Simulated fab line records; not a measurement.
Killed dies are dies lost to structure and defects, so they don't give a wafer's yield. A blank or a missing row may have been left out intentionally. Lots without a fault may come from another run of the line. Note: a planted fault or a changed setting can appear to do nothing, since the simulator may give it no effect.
The same fault as seen by 2 desks || flow n5-finfet || each desk has only its own numbers; what lay behind them comes last

## TOOL OWNER'S DESK, litho-track-01
The tool's own readings at N5_HKMG_FIN_COAT_30 (time 60 s, resist thk 35 nm): means of the sampled wafers that have a number, for each lot that ran on this tool. If a lot's mean is further than 4 standard deviations from the usual mean, the lot is out of limits and carries the mark OUT (the distance appears in the brackets).
Columns: A = resist-line-temp-C at N5_HKMG_FIN_COAT_30, usual 23.00 C; B = spin-speed-rpm at N5_HKMG_FIN_COAT_30, usual 1499.9 rpm
{"lot": "L860", "first seen here": "day 6 04:49", "A": 23.11, "B": 1499.4}
{"lot": "L864", "first seen here": "day 7 04:13", "A": 23.11, "B": "1613.7 (+99 or more) OUT"}
{"lot": "L866", "first seen here": "day 7 16:16", "A": 22.93, "B": "1614.3 (+99 or more) OUT"}
Finding of this desk: L864, L866 out of limits; the first was L864 at day 7 04:13, on spin-speed-rpm at N5_HKMG_FIN_COAT_30. L860: within limits.

## FROM THE METROLOGY DESK
What the gauges read for every lot (on any tool): the sampled wafers with a number, averaged. If a lot's mean is further than 4 standard deviations from the usual mean, the lot is out of limits and carries the mark OUT (the distance appears in the brackets). 7 of its 10 readings are shown, namely those furthest out on some lot.
Columns: A = DIBL_N at N5_BEOL_M4_RC_MEAS_101, usual 36.6 mV/V; B = IOFF_N at N5_BEOL_M4_RC_MEAS_101, usual 0.17 nA/um; C = IOFF_P at N5_BEOL_M4_RC_MEAS_101, usual 0.23 nA/um; D = ION_N at N5_BEOL_M4_RC_MEAS_101, usual 681 uA/um; E = ION_P at N5_BEOL_M4_RC_MEAS_101, usual 467 uA/um; F = SS_N at N5_BEOL_M4_RC_MEAS_101, usual 71.6 mV/dec; G = VT_P at N5_BEOL_M4_RC_MEAS_101, usual -249 mV
{"lot": "L860", "first seen here": "day 10 04:25", "A": 37.4, "B": 0.17, "C": 0.23, "D": 679, "E": 464, "F": 71.9, "G": -249}
{"lot": "L864", "first seen here": "day 11 04:22", "A": 34.7, "B": 0.15, "C": 0.24, "D": 678, "E": 471, "F": 71.1, "G": -245}
{"lot": "L866", "first seen here": "day 11 22:41", "A": 37.6, "B": 0.17, "C": 0.20, "D": 670, "E": 453, "F": 72.1, "G": -253}
{"lot": "L872", "first seen here": "day 13 03:19", "A": 36.6, "B": 0.17, "C": 0.27, "D": 680, "E": 475, "F": 71.5, "G": -244}
Finding of this desk: none of the 4 lots has anything out of limits.

## ALL TOGETHER
At day 7 04:13, on L864, L866, the tool owner's desk was in a position to raise an alarm.
The metrology desk saw nothing out of limits.
The metrology desk has L864, L866 on record, within its limits.
All the named lots went through N5_HKMG_FIN_COAT_30 on litho-track-01.

## WHAT THE SIMULATOR PUT IN
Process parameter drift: litho-track-01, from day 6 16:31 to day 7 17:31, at N5_HKMG_FIN_COAT_30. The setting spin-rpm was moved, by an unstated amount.
Struck lots among those shown: L864, L866.
Delay in hours, fault start to first out-of-limits reading, by desk: the tool owner's desk at 12.
